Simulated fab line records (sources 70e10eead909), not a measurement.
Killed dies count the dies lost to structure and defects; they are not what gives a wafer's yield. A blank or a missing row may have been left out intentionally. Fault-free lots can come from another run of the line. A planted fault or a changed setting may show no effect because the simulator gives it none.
fab line records	flow nand_harc
record: lots: 24	wafers: 72	last_day: 33
route steps=1302 shown A_STAIRCASE@669
lots with no fault: from the same line, run without faults
start_h: start of the lot's first displayed wafer, in hours after the record's first day	wait_h: time in hours since the lot's previous step	" identical to the entry in the row above	L1.1+2: a single row standing in for several wafers	- value missing, or start not given	* or withheld: withheld	< > ~ a bound
route shown NAME@n: a module of which the file shows steps, and the number in the route of the first	usual: average and standard deviation across the fault-free wafers	same: alike in all rows	chamber/n: place in a boat	sites: each site's reading	_std_site: their standard deviation	_edge_site: outer sites' mean less inner sites'	radius_mm: how far each site lies from the wafer's centre	mask NAME#n: copy n	behind: tool/chamber where the wafer was last shaped	hold: what put the lot on hold/how long, in hours/how the hold closed	device: names the non-switching transistor (n, p or np)	end of line: tests of these same wafers at the route's end	a step given without rows: its recipe and nothing more	killed: at the first sort, the dies lost to defects and structure; wafer yield is something else	map: the dies of a wafer, with x for killed, . for not killed, _ for no die there
set.NAME: the run value of the setting; set.NAME@STEP: its run value at that earlier step	model.NAME: the simulator's own value behind a step, which no gauge read
steps of the route over a sample of lots; a table a step, a row a wafer
services: when a tool's chamber went out of use (start_h, in hours from the record's first day, below 0 if earlier), for how many hours, and the reason
== steps ==
step: NHARC_A_STAIRCASE_ETCH_13
recipe: target_depth_a: 1000	time_s: 40.5	ion_energy_ev: 400	c4f8_flow_sccm: 20	o2_flow_sccm: 10	ar_flow_sccm: withheld	rf_w: 600	bias_w: 1000	chemistry: C4F8/O2
usual: oes_product_au: 0.948/0.013	rf_vpp_V: 896/5.2
lot.wafer	tool	chamber	start_h	wait_h	oes_product_au	rf_hours_counter_h	rf_vpp_V
L075.3	rie_diel-07	2	-	-	0.945	13	893
L075.2	"	3	"	"	0.933	13	888
L075.5	"	2	"	"	0.938	-	892
L074.1	rie_diel-03	2	-	-	0.932	29	895
L074.5	"	1	"	"	0.923	-	894
L074.6	"	2	"	"	0.930	-	894
L077.1	rie_diel-13	1	-	-	0.939	7	904
L077.4	"	2	"	"	0.943	7	895
L077.3	"	3	"	"	0.939	8	899
L076.2	rie_diel-03	3	-	-	0.960	26	896
L076.4	"	1	"	"	0.943	38	895
L076.6	"	3	"	"	0.959	-	896
L078.2	rie_diel-13	3	-	-	0.936	15	900
L078.1	"	0	"	"	0.948	16	900
L078.5	"	2	"	"	0.931	-	894
L080.2	rie_diel-13	0	-	-	0.954	23	897
L080.3	"	1	"	"	0.936	21	903
L080.5	"	0	"	"	0.941	-	898
L079.2	rie_diel-03	1	-	-	0.927	55	895
L079.1	"	2	"	"	0.944	48	894
L079.5	"	1	"	"	0.933	-	896
L082.1	rie_diel-07	2	-	-	0.954	34	894
L082.2	"	3	"	"	0.965	35	886
L082.5	"	0	"	"	0.955	-	893
L081.2	rie_diel-13	0	-	-	0.940	25	899
L081.4	"	3	"	"	0.964	25	898
L081.6	"	1	"	"	0.935	-	903
L083.4	rie_diel-13	0	-	-	0.929	32	898
L083.2	"	1	"	"	0.919	33	905
L083.6	"	3	"	"	0.940	-	899
L085.2	rie_diel-07	3	-	-	0.924	47	885
L085.4	"	1	"	"	0.948	37	900
L085.6	"	3	"	"	0.929	-	886
L084.4	rie_diel-13	2	-	-	0.952	31	893
L084.3	"	0	"	"	0.956	34	897
L084.5	"	2	"	"	0.958	-	894
L086.3	rie_diel-07	1	-	-	0.964	1	901
L086.6	"	3	"	"	0.966	-	906
L086.5	"	0	"	"	0.972	-	892
L087.3	rie_diel-07	1	-	-	0.952	7	901
L087.4	"	2	"	"	0.959	2	893
L087.2	"	3	"	"	0.946	7	905
L088.1	rie_diel-03	2	-	-	0.957	9	892
L088.5	"	1	"	"	0.942	-	894
L088.6	"	2	"	"	0.944	-	894
L089.3	rie_diel-07	3	-	-	0.973	10	906
L089.4	"	1	"	"	0.942	10	899
L089.5	"	3	"	"	0.967	-	906
L090.3	rie_diel-13	3	-	-	0.967	48	896
L090.2	"	0	"	"	0.930	47	898
L090.4	"	2	"	"	0.964	47	894
L091.4	rie_diel-07	2	-	-	0.946	13	892
L091.2	"	0	"	"	0.949	19	891
L091.6	"	3	"	"	0.948	-	904
L093.2	rie_diel-13	0	-	-	0.945	4	898
L093.4	"	1	"	"	0.939	4	903
L093.1	"	2	"	"	0.960	6	893
L092.1	rie_diel-07	2	-	-	0.971	14	892
L092.3	"	1	"	"	0.957	18	900
L092.6	"	3	"	"	0.953	-	905
L094.2	rie_diel-07	3	-	-	0.965	24	905
L094.1	"	0	"	"	0.956	24	891
L094.6	"	2	"	"	0.978	-	891
L095.4	rie_diel-03	0	-	-	0.950	38	887
L095.3	"	2	"	"	0.977	33	894
L095.6	"	0	"	"	0.944	-	887
L096.3	rie_diel-03	1	-	-	0.957	44	894
L096.4	"	0	"	"	0.955	45	887
L096.5	"	1	"	"	0.955	-	893
L097.4	rie_diel-03	1	-	-	0.946	46	893
L097.3	"	2	"	"	0.949	43	892
L097.5	"	0	"	"	0.965	-	885
step: NHARC_A_STAIRCASE_TRIM_18
recipe: time_s: 211.2	o2_flow_sccm: 500	ar_flow_sccm: 0	bias_w: 0	chemistry: O2
usual: drypump_motor_current_A: 5.9/0.43	oes_product_au: 1.004/0.0098	rf_vpp_V: 57.8/0.78	showerhead_plenum_p_Torr: 3.52/0.14	throttle_valve_pct: 17.037/0.0093
lot.wafer	tool	chamber	start_h	wait_h	drypump_motor_current_A	oes_product_au	rf_hours_counter_h	rf_vpp_V	showerhead_plenum_p_Torr	throttle_valve_pct
L075.2	rie_diel-07	3	-	-	5.6	0.996	13	56.6	3.29	17.037
L075.3	"	0	"	"	5.8	0.997	12	58.5	3.43	17.037
L075.5	"	2	"	"	5.9	1.013	-	56.0	3.44	17.040
L074.1	rie_diel-03	3	-	-	6.0	1.002	24	58.8	3.55	17.028
L074.5	"	0	"	"	6.4	0.994	-	57.6	3.32	17.025
L074.6	"	1	"	"	5.1	0.988	-	57.9	3.50	17.050
L077.3	rie_diel-13	0	-	-	5.4	0.999	8	58.4	3.60	17.041
L077.1	"	2	"	"	5.8	1.004	7	56.9	3.48	17.038
L077.4	"	3	"	"	6.3	1.011	8	57.1	3.59	17.036
L076.4	rie_diel-03	3	-	-	6.0	1.004	26	57.7	3.55	17.040
L076.2	"	1	"	"	5.1	0.992	39	59.4	3.50	17.033
L076.6	"	0	"	"	6.4	0.984	-	57.9	3.32	17.034
L078.1	rie_diel-13	0	-	-	5.4	1.013	16	56.9	3.60	17.046
L078.2	"	1	"	"	5.4	0.992	14	58.3	3.74	17.030
L078.5	"	0	"	"	5.4	1.006	-	57.1	3.60	17.041
L080.3	rie_diel-13	0	-	-	5.4	0.999	23	57.9	3.59	17.026
L080.2	"	1	"	"	5.4	0.999	21	58.2	3.73	17.031
L080.5	"	2	"	"	5.7	1.000	-	58.6	3.48	17.055
L079.1	rie_diel-03	3	-	-	6.0	1.001	42	58.3	3.54	17.054
L079.2	"	0	"	"	6.4	0.992	49	57.6	3.31	17.030
L079.5	"	2	"	"	6.2	1.019	-	56.3	3.48	17.051
L082.2	rie_diel-07	0	-	-	5.8	1.003	29	57.4	3.42	17.026
L082.1	"	1	"	"	6.6	1.005	23	57.9	3.67	17.042
L082.5	"	3	"	"	5.7	1.003	-	58.2	3.28	17.025
L081.4	rie_diel-13	0	-	-	5.4	1.003	25	58.4	3.59	17.023
L081.2	"	1	"	"	5.4	0.995	24	58.8	3.73	17.034
L081.6	"	1	"	"	5.4	0.987	-	58.6	3.73	17.049
L085.4	rie_diel-07	0	-	-	5.8	0.995	45	57.3	3.42	17.041
L085.2	"	1	"	"	6.6	1.003	37	57.8	3.66	17.028
L085.6	"	1	"	"	6.6	0.987	-	58.2	3.66	17.032
L083.2	rie_diel-13	0	-	-	5.4	1.003	34	57.2	3.59	17.032
L083.4	"	2	"	"	5.7	0.995	30	57.8	3.47	17.039
L083.6	"	3	"	"	6.3	1.015	-	57.8	3.58	17.058
L084.3	rie_diel-13	1	-	-	5.4	1.005	34	57.2	3.73	17.039
L084.4	"	3	"	"	6.4	1.004	34	57.6	3.58	17.045
L084.5	"	1	"	"	5.4	0.993	-	59.0	3.73	17.057
L086.3	rie_diel-07	0	-	-	5.8	1.000	1	58.2	3.41	17.030
L086.6	"	1	"	"	6.6	1.013	-	59.9	3.65	17.035
L086.5	"	2	"	"	5.9	1.007	-	57.5	3.42	17.034
L087.3	rie_diel-07	1	-	-	6.6	1.002	7	57.6	3.65	17.029
L087.2	"	2	"	"	5.9	1.014	2	56.9	3.42	17.044
L087.4	"	3	"	"	5.7	1.002	7	57.3	3.80	17.027
L088.1	rie_diel-03	2	-	-	6.3	1.017	9	56.0	3.46	17.025
L088.6	"	3	"	"	6.0	1.011	-	58.6	3.52	17.028
L088.5	"	0	"	"	6.4	1.019	-	58.0	3.30	17.040
L089.3	rie_diel-07	3	-	-	5.7	1.006	10	58.2	3.80	17.028
L089.4	"	1	"	"	6.6	1.011	10	57.7	3.65	17.038
L089.5	"	3	"	"	5.6	1.013	-	58.9	3.80	17.048
L090.2	rie_diel-13	3	-	-	6.3	1.010	49	58.7	3.57	17.036
L090.3	"	0	"	"	5.4	0.998	47	57.9	3.58	17.018
L090.4	"	1	"	"	5.4	0.997	49	58.1	3.72	17.026
L091.4	rie_diel-07	2	-	-	5.9	1.013	13	56.3	3.41	17.036
L091.2	"	3	"	"	5.7	1.017	19	59.4	3.80	17.056
L091.6	"	3	"	"	5.7	1.009	-	59.2	3.80	17.031
L093.1	rie_diel-13	0	-	-	5.4	0.985	5	58.1	3.57	17.026
L093.4	"	2	"	"	5.8	0.996	6	57.4	3.46	17.040
L093.2	"	3	"	"	6.4	0.996	7	57.2	3.56	17.020
L092.3	rie_diel-07	3	-	-	5.7	1.013	20	58.1	3.80	17.041
L092.1	"	1	"	"	6.6	1.008	18	56.8	3.64	17.031
L092.6	"	0	"	"	5.8	1.025	-	57.7	3.40	17.028
L094.1	rie_diel-07	2	-	-	5.9	1.013	19	57.4	3.41	17.050
L094.2	"	3	"	"	5.7	1.003	24	59.0	3.79	17.030
L094.6	"	2	"	"	5.9	1.019	-	56.9	3.41	17.032
L095.3	rie_diel-03	1	-	-	5.1	0.997	36	58.0	3.47	17.031
L095.4	"	0	"	"	6.4	1.000	38	57.4	3.29	17.042
L095.6	"	2	"	"	6.3	1.004	-	57.7	3.45	17.033
L096.3	rie_diel-03	1	-	-	5.1	1.000	44	57.9	3.46	17.041
L096.4	"	2	"	"	6.2	1.008	41	58.0	3.44	17.032
L096.5	"	3	"	"	6.0	1.006	-	58.7	3.51	17.028
L097.3	rie_diel-03	0	-	-	6.4	1.011	47	57.8	3.29	17.036
L097.4	"	2	"	"	6.2	1.015	43	57.3	3.44	17.039
L097.5	"	0	"	"	6.4	1.019	-	56.6	3.29	17.042
step: NHARC_A_STAIRCASE_ETCH_19
recipe: target_depth_a: 1000	time_s: 40.5	ion_energy_ev: 400	c4f8_flow_sccm: 20	o2_flow_sccm: 10	ar_flow_sccm: withheld	rf_w: 600	bias_w: 1000	chemistry: C4F8/O2
usual: oes_product_au: 0.945/0.011	rf_vpp_V: 895/5.3
lot.wafer	tool	chamber	start_h	wait_h	oes_product_au	rf_hours_counter_h	rf_vpp_V
L075.3	rie_diel-07	2	-	-	0.955	14	894
L075.2	"	0	"	"	0.938	12	893
L075.5	"	0	"	"	0.942	-	894
L074.1	rie_diel-03	2	-	-	0.952	31	895
L074.5	"	3	"	"	0.955	-	897
L074.6	"	0	"	"	0.932	-	887
L077.4	rie_diel-13	0	-	-	0.948	8	898
L077.3	"	2	"	"	0.957	7	893
L077.1	"	3	"	"	0.971	8	899
L076.4	rie_diel-03	3	-	-	0.940	26	896
L076.2	"	2	"	"	0.938	33	895
L076.6	"	3	"	"	0.937	-	896
L078.1	rie_diel-13	2	-	-	0.920	12	894
L078.2	"	0	"	"	0.924	16	898
L078.5	"	2	"	"	0.928	-	895
L080.2	rie_diel-13	0	-	-	0.952	23	898
L080.3	"	1	"	"	0.954	22	903
L080.5	"	2	"	"	0.945	-	894
L079.2	rie_diel-03	1	-	-	0.933	55	897
L079.1	"	2	"	"	0.943	48	894
L079.5	"	3	"	"	0.955	-	896
L082.1	rie_diel-07	3	-	-	0.940	35	887
L082.2	"	0	"	"	0.936	29	891
L082.5	"	3	"	"	0.928	-	886
L081.4	rie_diel-13	3	-	-	0.955	25	897
L081.2	"	0	"	"	0.931	26	897
L081.6	"	0	"	"	0.949	-	899
L085.2	rie_diel-07	2	-	-	0.955	46	893
L085.4	"	1	"	"	0.943	37	902
L085.6	"	2	"	"	0.960	-	892
L083.2	rie_diel-13	3	-	-	0.943	34	898
L083.4	"	2	"	"	0.955	30	894
L083.6	"	3	"	"	0.953	-	897
L084.3	rie_diel-13	2	-	-	0.940	31	894
L084.4	"	3	"	"	0.948	34	898
L084.5	"	2	"	"	0.931	-	895
L086.3	rie_diel-07	2	-	-	0.961	1	893
L086.6	"	2	"	"	0.956	-	892
L086.5	"	3	"	"	0.958	-	904
L087.2	rie_diel-07	3	-	-	0.951	7	906
L087.4	"	1	"	"	0.948	7	902
L087.3	"	2	"	"	0.966	2	892
L088.1	rie_diel-03	2	-	-	0.956	9	893
L088.6	"	0	"	"	0.953	-	887
L088.5	"	1	"	"	0.931	-	896
L089.4	rie_diel-07	3	-	-	0.947	10	906
L089.3	"	2	"	"	0.945	5	890
L089.5	"	0	"	"	0.948	-	891
L090.2	rie_diel-13	2	-	-	0.941	48	892
L090.3	"	3	"	"	0.957	49	897
L090.4	"	0	"	"	0.943	47	898
L091.4	rie_diel-07	1	-	-	0.951	17	900
L091.2	"	0	"	"	0.957	19	891
L091.6	"	2	"	"	0.945	-	892
L093.4	rie_diel-13	0	-	-	0.917	5	898
L093.2	"	1	"	"	0.928	4	903
L093.1	"	3	"	"	0.942	7	897
L092.3	rie_diel-07	3	-	-	0.947	20	907
L092.1	"	0	"	"	0.957	20	892
L092.6	"	3	"	"	0.945	-	905
L094.2	rie_diel-07	3	-	-	0.948	24	905
L094.1	"	0	"	"	0.970	24	889
L094.6	"	2	"	"	0.957	-	891
L095.4	rie_diel-03	0	-	-	0.957	38	887
L095.3	"	3	"	"	0.952	31	895
L095.6	"	1	"	"	0.932	-	893
L096.3	rie_diel-03	3	-	-	0.945	39	894
L096.4	"	1	"	"	0.939	44	893
L096.5	"	0	"	"	0.947	-	886
L097.4	rie_diel-03	0	-	-	0.945	47	886
L097.3	"	1	"	"	0.933	46	893
L097.5	"	1	"	"	0.935	-	894
step: NHARC_A_STAIRCASE_ETCH_23
recipe: target_depth_a: 1000	time_s: 40.5	ion_energy_ev: 400	c4f8_flow_sccm: 20	o2_flow_sccm: 10	ar_flow_sccm: withheld	rf_w: 600	bias_w: 1000	chemistry: C4F8/O2
usual: oes_product_au: 0.948/0.012	rf_vpp_V: 895/4.9
lot.wafer	tool	chamber	start_h	wait_h	oes_product_au	rf_hours_counter_h	rf_vpp_V
L075.2	rie_diel-07	3	-	-	0.946	14	887
L075.3	"	0	"	"	0.933	12	891
L075.5	"	2	"	"	0.938	-	895
L074.1	rie_diel-07	1	-	-	0.940	9	902
L074.5	"	1	"	"	0.945	-	902
L074.6	"	2	"	"	0.948	-	892
L077.3	rie_diel-07	3	-	-	0.945	21	888
L077.1	"	0	"	"	0.941	17	891
L077.4	"	1	"	"	0.944	11	900
L076.4	rie_diel-07	0	-	-	0.947	18	893
L076.2	"	2	"	"	0.951	22	892
L076.6	"	1	"	"	0.938	-	902
L078.1	rie_diel-07	3	-	-	0.942	27	887
L078.2	"	0	"	"	0.938	23	892
L078.5	"	3	"	"	0.943	-	886
L080.2	rie_diel-13	2	-	-	0.935	18	893
L080.3	"	1	"	"	0.929	22	902
L080.5	"	3	"	"	0.953	-	898
L082.2	rie_diel-07	1	-	-	0.933	23	901
L082.1	"	2	"	"	0.943	35	893
L082.5	"	1	"	"	0.942	-	900
L079.1	rie_diel-03	1	-	-	0.934	56	895
L079.2	"	2	"	"	0.936	49	895
L079.5	"	0	"	"	0.929	-	888
L081.4	rie_diel-13	1	-	-	0.944	24	903
L081.2	"	3	"	"	0.952	25	898
L081.6	"	1	"	"	0.941	-	903
L085.2	rie_diel-07	1	-	-	0.948	38	901
L085.4	"	0	"	"	0.954	45	892
L085.6	"	2	"	"	0.966	-	892
L083.2	rie_diel-03	2	-	-	0.938	64	894
L083.6	"	3	"	"	0.950	-	897
L083.4	"	2	"	"	0.949	-	895
L084.4	rie_diel-07	1	-	-	0.941	39	902
L084.3	"	2	"	"	0.957	47	892
L084.5	"	0	"	"	0.924	-	891
L086.3	rie_diel-07	1	-	-	0.953	1	900
L086.6	"	1	"	"	0.942	-	900
L086.5	"	2	"	"	0.976	-	891
L087.3	rie_diel-03	1	-	-	0.930	10	894
L087.4	"	2	"	"	0.953	9	894
L087.2	"	0	"	"	0.954	13	888
L088.1	rie_diel-03	2	-	-	0.959	10	892
L088.6	"	3	"	"	0.954	-	896
L088.5	"	0	"	"	0.943	-	887
L089.4	rie_diel-07	1	-	-	0.946	11	900
L089.3	"	3	"	"	0.969	11	906
L089.5	"	2	"	"	0.966	-	891
L090.2	rie_diel-03	1	-	-	0.937	14	894
L090.3	"	2	"	"	0.971	13	894
L090.4	"	3	"	"	0.960	16	896
L091.2	rie_diel-13	0	-	-	0.938	4	899
L091.4	"	2	"	"	0.962	5	895
L091.6	"	3	"	"	0.965	-	897
L093.4	rie_diel-13	1	-	-	0.939	5	903
L093.1	"	2	"	"	0.964	6	894
L093.2	"	0	"	"	0.930	5	897
L092.1	rie_diel-07	1	-	-	0.933	19	900
L092.3	"	2	"	"	0.928	15	892
L092.6	"	2	"	"	0.954	-	891
L094.2	rie_diel-13	1	-	-	0.942	11	902
L094.1	"	2	"	"	0.961	12	893
L094.6	"	3	"	"	0.950	-	897
L095.4	rie_diel-07	2	-	-	0.961	20	891
L095.3	"	3	"	"	0.961	24	906
L095.6	"	0	"	"	0.985	-	892
L096.4	rie_diel-03	3	-	-	0.955	39	895
L096.3	"	2	"	"	0.949	42	893
L096.5	"	3	"	"	0.947	-	895
L097.4	rie_diel-03	3	-	-	0.974	40	894
L097.3	"	0	"	"	0.964	47	888
L097.5	"	1	"	"	0.950	-	894
step: NHARC_A_STAIRCASE_ETCH_192
recipe: target_depth_a: 1000	time_s: 40.5	ion_energy_ev: 400	c4f8_flow_sccm: 20	o2_flow_sccm: 10	ar_flow_sccm: withheld	rf_w: 600	bias_w: 1000	chemistry: C4F8/O2
usual: oes_product_au: 0.948/0.012	rf_vpp_V: 895/4.7
lot.wafer	tool	chamber	start_h	wait_h	oes_product_au	rf_hours_counter_h	rf_vpp_V
L075.2	rie_diel-07	1	-	-	0.933	7	900
L075.3	"	3	"	"	0.947	15	887
L075.5	"	1	"	"	0.936	-	902
L074.1	rie_diel-03	3	-	-	0.943	25	897
L074.6	"	3	"	"	0.932	-	897
L074.5	"	0	"	"	0.922	-	888
L077.1	rie_diel-07	3	-	-	0.938	22	888
L077.4	"	0	"	"	0.945	18	894
L077.3	"	1	"	"	0.958	12	901
L076.4	rie_diel-13	1	-	-	0.946	8	902
L076.2	"	3	"	"	0.952	10	899
L076.6	"	1	"	"	0.943	-	905
L078.1	rie_diel-03	3	-	-	0.942	35	897
L078.2	"	2	"	"	0.948	41	895
L078.5	"	0	"	"	0.951	-	888
L080.3	rie_diel-07	0	-	-	0.944	30	893
L080.2	"	1	"	"	0.972	23	901
L080.5	"	2	"	"	0.977	-	894
L082.1	rie_diel-03	1	-	-	0.942	56	894
L082.2	"	3	"	"	0.948	44	896
L082.5	"	2	"	"	0.967	-	893
L079.2	rie_diel-13	3	-	-	0.936	24	898
L079.1	"	0	"	"	0.943	25	897
L079.5	"	3	"	"	0.954	-	897
L081.2	rie_diel-07	1	-	-	0.974	26	901
L081.4	"	0	"	"	0.948	33	892
L081.6	"	1	"	"	0.954	-	901
L085.2	rie_diel-03	3	-	-	0.943	58	896
L085.4	"	2	"	"	0.947	-	894
L085.6	"	1	"	"	0.938	-	895
L083.2	rie_diel-07	3	-	-	0.952	48	887
L083.4	"	2	"	"	0.951	47	892
L083.6	"	3	"	"	0.953	-	887
L084.4	rie_diel-13	0	-	-	0.945	36	898
L084.3	"	1	"	"	0.926	36	903
L084.5	"	2	"	"	0.945	-	894
L086.3	rie_diel-03	3	-	-	0.957	5	896
L086.6	"	0	"	"	0.951	-	887
L086.5	"	1	"	"	0.943	-	896
L087.4	rie_diel-03	0	-	-	0.962	14	887
L087.3	"	1	"	"	0.960	11	894
L087.2	"	3	"	"	0.943	13	897
L088.1	rie_diel-07	1	-	-	0.960	9	899
L088.6	"	3	"	"	0.946	-	905
L088.5	"	0	"	"	0.970	-	892
L090.4	rie_diel-03	1	-	-	0.962	15	894
L090.3	"	3	"	"	0.944	17	896
L090.2	"	0	"	"	0.957	17	888
L089.4	rie_diel-13	3	-	-	0.958	50	895
L089.3	"	0	"	"	0.951	48	898
L089.5	"	2	"	"	0.944	-	894
L091.2	rie_diel-07	1	-	-	0.953	18	901
L091.4	"	2	"	"	0.947	14	892
L091.6	"	1	"	"	0.952	-	900
L093.4	rie_diel-13	2	-	-	0.944	7	894
L093.1	"	3	"	"	0.946	7	897
L093.2	"	1	"	"	0.934	5	903
L092.3	rie_diel-13	1	-	-	0.930	6	903
L092.1	"	0	"	"	0.931	6	898
L092.6	"	2	"	"	0.953	-	893
L094.1	rie_diel-07	3	-	-	0.962	25	906
L094.2	"	0	"	"	0.963	25	893
L094.6	"	3	"	"	0.960	-	906
L095.4	rie_diel-13	3	-	-	0.945	13	896
L095.3	"	0	"	"	0.922	12	895
L095.6	"	3	"	"	0.953	-	897
L096.3	rie_diel-13	3	-	-	0.946	21	896
L096.4	"	0	"	"	0.938	21	896
L096.5	"	3	"	"	0.950	-	897
L097.3	rie_diel-13	1	-	-	0.927	22	903
L097.4	"	2	"	"	0.944	22	894
L097.5	"	1	"	"	0.929	-	902
step: NHARC_A_STAIRCASE_ETCH_194
recipe: target_depth_a: 1000	time_s: 40.5	ion_energy_ev: 400	c4f8_flow_sccm: 20	o2_flow_sccm: 10	ar_flow_sccm: withheld	rf_w: 600	bias_w: 1000	chemistry: C4F8/O2
usual: oes_product_au: 0.947/0.013	rf_vpp_V: 896/4.6
lot.wafer	tool	chamber	start_h	wait_h	oes_product_au	rf_hours_counter_h	rf_vpp_V
L075.2	rie_diel-07	3	-	-	0.937	15	888
L075.3	"	1	"	"	0.947	7	902
L075.5	"	3	"	"	0.946	-	887
L074.1	rie_diel-03	0	-	-	0.924	31	888
L074.6	"	2	"	"	0.952	-	895
L074.5	"	3	"	"	0.952	-	898
L077.4	rie_diel-07	2	-	-	0.964	22	894
L077.3	"	3	"	"	0.949	22	887
L077.1	"	1	"	"	0.956	12	901
L076.2	rie_diel-13	0	-	-	0.946	10	900
L076.4	"	1	"	"	0.943	9	903
L076.6	"	3	"	"	0.939	-	900
L078.1	rie_diel-03	2	-	-	0.951	41	896
L078.2	"	0	"	"	0.948	43	889
L078.5	"	2	"	"	0.959	-	894
L080.2	rie_diel-07	1	-	-	0.967	24	901
L080.3	"	2	"	"	0.974	36	893
L080.5	"	1	"	"	0.953	-	901
L082.1	rie_diel-03	2	-	-	0.969	50	894
L082.2	"	3	"	"	0.948	44	897
L082.5	"	3	"	"	0.945	-	896
L079.1	rie_diel-13	1	-	-	0.936	23	905
L079.2	"	3	"	"	0.947	24	897
L079.5	"	2	"	"	0.921	-	894
L081.4	rie_diel-07	1	-	-	0.951	26	901
L081.2	"	3	"	"	0.942	38	886
L081.6	"	1	"	"	0.953	-	901
L085.2	rie_diel-03	3	-	-	0.927	58	897
L085.6	"	1	"	"	0.926	-	893
L085.4	"	3	"	"	0.927	-	897
L083.4	rie_diel-07	0	-	-	0.919	46	892
L083.2	"	1	"	"	0.934	39	902
L083.6	"	1	"	"	0.935	-	901
L084.4	rie_diel-13	2	-	-	0.937	32	895
L084.3	"	0	"	"	0.945	36	898
L084.5	"	2	"	"	0.945	-	895
L086.3	rie_diel-03	1	-	-	0.952	3	894
L086.6	"	0	"	"	0.963	-	888
L086.5	"	1	"	"	0.961	-	894
L087.4	rie_diel-03	0	-	-	0.974	14	887
L087.3	"	1	"	"	0.962	11	894
L087.2	"	2	"	"	0.969	10	894
L088.1	rie_diel-07	2	-	-	0.955	3	892
L088.6	"	2	"	"	0.961	-	893
L088.5	"	3	"	"	0.974	-	905
L090.2	rie_diel-03	2	-	-	0.962	14	893
L090.3	"	0	"	"	0.949	17	889
L090.4	"	1	"	"	0.949	15	894
L089.4	rie_diel-13	1	-	-	0.947	51	903
L089.3	"	3	"	"	0.956	50	896
L089.5	"	1	"	"	0.942	-	904
L091.2	rie_diel-07	0	-	-	0.969	20	891
L091.4	"	1	"	"	0.947	18	899
L091.6	"	0	"	"	0.958	-	893
L093.1	rie_diel-13	3	-	-	0.942	8	897
L093.2	"	1	"	"	0.930	6	902
L093.4	"	2	"	"	0.946	7	895
L092.3	rie_diel-13	0	-	-	0.926	6	897
L092.1	"	1	"	"	0.931	6	904
L092.6	"	3	"	"	0.939	-	896
L094.1	rie_diel-07	1	-	-	0.949	24	900
L094.2	"	3	"	"	0.963	25	905
L094.6	"	2	"	"	0.957	-	892
L095.3	rie_diel-13	3	-	-	0.941	13	897
L095.4	"	2	"	"	0.950	14	893
L095.6	"	0	"	"	0.920	-	897
L096.3	rie_diel-13	3	-	-	0.944	21	897
L096.4	"	1	"	"	0.916	20	901
L096.5	"	3	"	"	0.947	-	897
L097.3	rie_diel-13	0	-	-	0.933	22	897
L097.4	"	2	"	"	0.928	22	892
L097.5	"	3	"	"	0.931	-	897
== services ==
tool	chamber	start_h	hours	kind
rie_diel-07	0	327.91	-	clean
rie_diel-07	1	327.91	-	clean
rie_diel-07	2	327.91	-	clean
rie_diel-07	3	327.91	-	clean
rie_diel-07	1	332.23	22.9	repair
rie_diel-07	0	334.75	6.6	repair
rie_diel-13	-	342.01	9.0	pm
rie_diel-07	0	352.47	-	clean
rie_diel-07	2	352.47	-	clean
rie_diel-07	3	352.47	-	clean
rie_diel-07	0	376.97	-	clean
rie_diel-13	2	382.00	8.0	repair
rie_diel-03	0	436.69	27.1	repair
rie_diel-03	-	458.44	9.0	pm
rie_diel-13	0	463.10	2.8	repair
rie_diel-07	-	471.39	9.0	pm
rie_diel-03	-	482.56	0.4	repair
rie_diel-07	2	488.60	5.3	repair
rie_diel-03	0	489.40	3.5	repair
rie_diel-07	1	515.78	3.4	repair
rie_diel-13	-	519.01	9.0	pm
rie_diel-03	3	543.77	2.2	repair
rie_diel-03	3	547.88	7.5	repair
rie_diel-03	2	570.41	4.8	repair
== key ==
fault none
